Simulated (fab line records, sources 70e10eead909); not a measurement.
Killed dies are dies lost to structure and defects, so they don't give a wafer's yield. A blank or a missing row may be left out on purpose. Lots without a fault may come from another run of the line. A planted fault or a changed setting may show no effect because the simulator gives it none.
Which tool did it? | flow nand_harc | 12 lots, 36 wafers sampled, at 5 steps of a route of 1302

WHAT THE GAUGES READ, wafer by wafer
NHARC_END_SORT_01. Usual: killed_at_array 64, standard deviation 16; killed_at_other 1.0, standard deviation 1.1; killed_at_periphery 3.5, standard deviation 2.3; killed_dies 69, standard deviation 17; killed_open 3.2, standard deviation 1.6; killed_short 2.4, standard deviation 1.6.
lot  | measured     | on        | killed_at_array | killed_at_other | killed_at_periphery | killed_dies | killed_open | killed_short | flag
L258 | day 30 04:50 | prober-02 | 146 138 149     | 1 0 1           | 0 2 2               | 147 140 152 | 1 5 2       | 1 1 3        | OFF
L261 | day 31 05:11 | prober-02 | 111 147 138     | 0 1 0           | 7 1 8               | 118 149 146 | 3 2 1       | 4 4 2        | OFF

WHICH TOOL RAN EACH LOT (tool, then ch and the chambers of the sampled wafers, then the start)
lot  | NHARC_A_SLIT_DEP_25             | NHARC_THIN_TSV_DESCUM_14           | NHARC_THIN_TSV_DEGAS_49      | NHARC_THIN_TSV_ETCH_59
L245 | pecvd-04 ch 1,2, day 19 08:29   | rie_diel-03 ch 0,2, day 23 14:30   | pvd_sputter-01, day 23 17:08 | rie_metal-03 ch 0,1, day 23 20:33
L247 | pecvd-02 ch 0,1,2, day 19 23:43 | rie_diel-08 ch 1,2,3, day 24 10:17 | pvd_sputter-02, day 24 12:56 | rie_metal-01 ch 0,1, day 24 16:13
L246 | pecvd-03 ch 0,1,2, day 19 23:52 | rie_diel-08 ch 0,1,3, day 24 09:04 | pvd_sputter-01, day 24 11:40 | rie_metal-02 ch 0,1, day 24 15:34
L248 | pecvd-02 ch 0,1,2, day 20 00:00 | rie_diel-02 ch 0,1, day 24 07:46   | pvd_sputter-01, day 24 10:25 | rie_metal-01 ch 0,1, day 24 13:50
L249 | pecvd-03 ch 0,1,2, day 20 19:30 | rie_diel-03 ch 0,3, day 24 22:47   | pvd_sputter-02, day 25 01:34 | rie_metal-03 ch 1, day 25 04:51
L251 | pecvd-04 ch 0,1,2, day 21 20:28 | rie_diel-02 ch 1,2, day 26 06:23   | pvd_sputter-01, day 26 09:01 | rie_metal-01 ch 0, day 26 12:20
L258 | pecvd-03 ch 0,1, day 25 02:42   | rie_diel-02 ch 0,2, day 29 12:20   | pvd_sputter-03, day 29 14:58 | rie_metal-01 ch 0,1, day 29 18:27
L261 | pecvd-03 ch 0,1,2, day 25 23:23 | rie_diel-03 ch 1,2,3, day 30 07:28 | pvd_sputter-02, day 30 10:05 | rie_metal-01 ch 0,1, day 30 19:37
L265 | pecvd-02 ch 0,1,2, day 27 10:10 | rie_diel-02 ch 1,3, day 31 18:00   | pvd_sputter-02, day 31 21:14 | rie_metal-03 ch 0,1, day 32 00:38
L266 | pecvd-02 ch 0,1,2, day 28 07:09 | rie_diel-02 ch 0,1,2, day 32 13:23 | pvd_sputter-03, day 32 15:59 | rie_metal-03 ch 0,1, day 32 19:30
L268 | pecvd-02 ch 0,1,2, day 29 07:19 | rie_diel-03 ch 0,1,3, day 33 11:29 | pvd_sputter-01, day 33 14:07 | rie_metal-02 ch 0,1, day 33 17:26
L267 | pecvd-04 ch 1,2, day 29 13:37   | rie_diel-08 ch 0,2, day 34 03:45   | pvd_sputter-02, day 34 06:22 | rie_metal-01 ch 0,1, day 34 09:49
- NHARC_A_SLIT_DEP_25: deposits SiO2, target thk 200 nm.
- NHARC_THIN_TSV_DESCUM_14: chemistry O2, time 3 s.
- NHARC_THIN_TSV_DEGAS_49: time 120 s.
- NHARC_THIN_TSV_ETCH_59: etches the open film in Cl2/BCl3, target depth 880 nm, time 138.1 s.

WHAT THE TOOLS THEMSELVES READ (means of the sampled wafers that have a number; where no wafer has one, the mark that the record gives instead)
NHARC_A_SLIT_DEP_25. Usual: flow_sccm 2650 sccm, standard deviation 6.8; heater_power_w 540 W, standard deviation 87; rf_fwd_power_W 897.3 W, standard deviation 2.7; throttle_valve_pct 15.8 %, standard deviation 0.41.
lot  | tool     | flow_sccm (sccm) | heater_power_w (W) | rf_fwd_power_W (W) | throttle_valve_pct (%) | flag
L245 | pecvd-04 | 2652             | 555                | 896.7              | 16.2                   |
L247 | pecvd-02 | 2646             | 479                | 896.9              | 15.5                   |
L246 | pecvd-03 | 2651             | 559                | 899.3              | 15.6                   |
L248 | pecvd-02 | 2652             | 494                | 900.2              | 15.7                   |
L249 | pecvd-03 | 2649             | 484                | 897.8              | 15.7                   |
L251 | pecvd-04 | 2651             | 637                | 899.1              | 15.6                   |
L258 | pecvd-03 | 2652             | 505                | 899.9              | 15.5                   |
L261 | pecvd-03 | 2647             | 530                | 898.7              | 15.7                   |
L265 | pecvd-02 | 2644             | 511                | 896.5              | 15.9                   |
L266 | pecvd-02 | 2650             | 502                | 896.7              | 16.0                   |
L268 | pecvd-02 | 2649             | 525                | 897.1              | 15.9                   |
L267 | pecvd-04 | 2641             | 568                | 894.5              | 16.1                   |

NHARC_THIN_TSV_DESCUM_14. Usual: drypump_motor_current_A 5.6 A, standard deviation 0.48; oes_product_au 0.997 a.u., standard deviation 0.0096; rf_vpp_V 57.8 V, standard deviation 0.89; showerhead_plenum_p_Torr 1.90 Torr, standard deviation 0.08; throttle_valve_pct 11.311 %, standard deviation 0.0094.
lot  | tool        | drypump_motor_current_A (A) | oes_product_au (a.u.) | rf_vpp_V (V) | showerhead_plenum_p_Torr (Torr) | throttle_valve_pct (%) | flag
L245 | rie_diel-03 | 5.2                         | 1.013                 | 57.9         | 1.96                            | 11.319                 |
L247 | rie_diel-08 | 5.2                         | 0.990                 | 57.8         | 1.92                            | 11.311                 |
L246 | rie_diel-08 | 5.7                         | 1.002                 | 57.7         | 1.94                            | 11.320                 |
L248 | rie_diel-02 | 5.5                         | 1.007                 | 58.1         | 1.80                            | 11.310                 |
L249 | rie_diel-03 | 5.8                         | 1.010                 | 57.9         | 1.96                            | 11.307                 |
L251 | rie_diel-02 | 5.4                         | 0.997                 | 58.0         | 1.85                            | 11.307                 |
L258 | rie_diel-02 | 5.7                         | 1.007                 | 57.4         | 1.91                            | 11.309                 |
L261 | rie_diel-03 | 5.4                         | 1.000                 | 58.5         | 1.95                            | 11.313                 |
L265 | rie_diel-02 | 5.6                         | 0.990                 | 57.1         | 1.84                            | 11.314                 |
L266 | rie_diel-02 | 5.6                         | 0.999                 | 57.9         | 1.85                            | 11.305                 |
L268 | rie_diel-03 | 5.7                         | 1.003                 | 58.3         | 1.97                            | 11.309                 |
L267 | rie_diel-08 | 5.9                         | 0.993                 | 57.7         | 1.88                            | 11.319                 |

NHARC_THIN_TSV_DEGAS_49. Usual: heater_power_w 505 W, standard deviation 47.
lot  | tool           | heater_power_w (W) | flag
L245 | pvd_sputter-01 | 552                |
L247 | pvd_sputter-02 | 510                |
L246 | pvd_sputter-01 | 502                |
L248 | pvd_sputter-01 | 561                |
L249 | pvd_sputter-02 | 514                |
L251 | pvd_sputter-01 | 501                |
L258 | pvd_sputter-03 | 460                |
L261 | pvd_sputter-02 | 502                |
L265 | pvd_sputter-02 | 506                |
L266 | pvd_sputter-03 | 453                |
L268 | pvd_sputter-01 | 510                |
L267 | pvd_sputter-02 | 507                |

NHARC_THIN_TSV_ETCH_59. Usual: bias_w 99.98 W, standard deviation 0.27; drypump_motor_current_A 5.7 A, standard deviation 0.4; oes_product_au 0.996 a.u., standard deviation 0.0097; rf_fwd_power_W 897.0 W, standard deviation 2.8; throttle_valve_pct 22.265 %, standard deviation 0.0087.
lot  | tool         | bias_w (W) | drypump_motor_current_A (A) | oes_product_au (a.u.) | rf_fwd_power_W (W) | throttle_valve_pct (%) | flag
L245 | rie_metal-03 | 99.99      | 6.2                         | 0.985                 | 898.5              | 22.260                 |
L247 | rie_metal-01 | 100.07     | 5.7                         | 1.000                 | 895.6              | 22.269                 |
L246 | rie_metal-02 | 99.97      | 5.3                         | 1.015                 | 894.2              | 22.258                 |
L248 | rie_metal-01 | 99.85      | 5.7                         | 0.996                 | 896.5              | 22.264                 |
L249 | rie_metal-03 | 100.16     | 5.7                         | 0.990                 | 894.8              | 22.256                 |
L251 | rie_metal-01 | 99.90      | 5.5                         | 1.001                 | 893.4              | 22.256                 |
L258 | rie_metal-01 | 100.10     | 5.8                         | 0.993                 | 897.1              | 22.263                 |
L261 | rie_metal-01 | 99.61      | 5.7                         | 1.004                 | 898.9              | 22.268                 |
L265 | rie_metal-03 | 99.85      | 6.0                         | 0.995                 | 897.5              | 22.271                 |
L266 | rie_metal-03 | 99.98      | 6.2                         | 1.003                 | 898.2              | 22.264                 |
L268 | rie_metal-02 | 100.12     | 5.3                         | 0.999                 | 894.8              | 22.265                 |
L267 | rie_metal-01 | 100.14     | 5.7                         | 0.999                 | 897.4              | 22.266                 |

THE ANSWER, worked out from the rows above alone
Rule: a lot is off if the mean of its wafers that have a number lies more than 3 standard deviations from the usual mean. A lot without any number at a reading at which 4 lots or more have one is off too. The other lots that the step has rows for count as sound. The gauges are gone through in route order, then the tools' own readings, and for those a lot's mean is taken as printed above. The first step at which some lot is off is used, and at that step the reading that is off furthest; a lot without a number counts as furthest.
Off: L258, L261, at NHARC_END_SORT_01 (killed_at_array). Neither off nor sound, because the step has no rows for them: L245, L247, L246, L248, L249, L251, L265, L266, L268, L267.
A tool fits if, at a process step before that reading, it ran every lot that is off, and no sound lot after the first of them. The gauges at NHARC_END_SORT_01 are tried like those tools. Can't be told from this: 3 tools fit, pecvd-03 at NHARC_A_SLIT_DEP_25, rie_metal-01 at NHARC_THIN_TSV_ETCH_59, prober-02 at NHARC_END_SORT_01.

WHAT THE SIMULATOR HAD PUT IN
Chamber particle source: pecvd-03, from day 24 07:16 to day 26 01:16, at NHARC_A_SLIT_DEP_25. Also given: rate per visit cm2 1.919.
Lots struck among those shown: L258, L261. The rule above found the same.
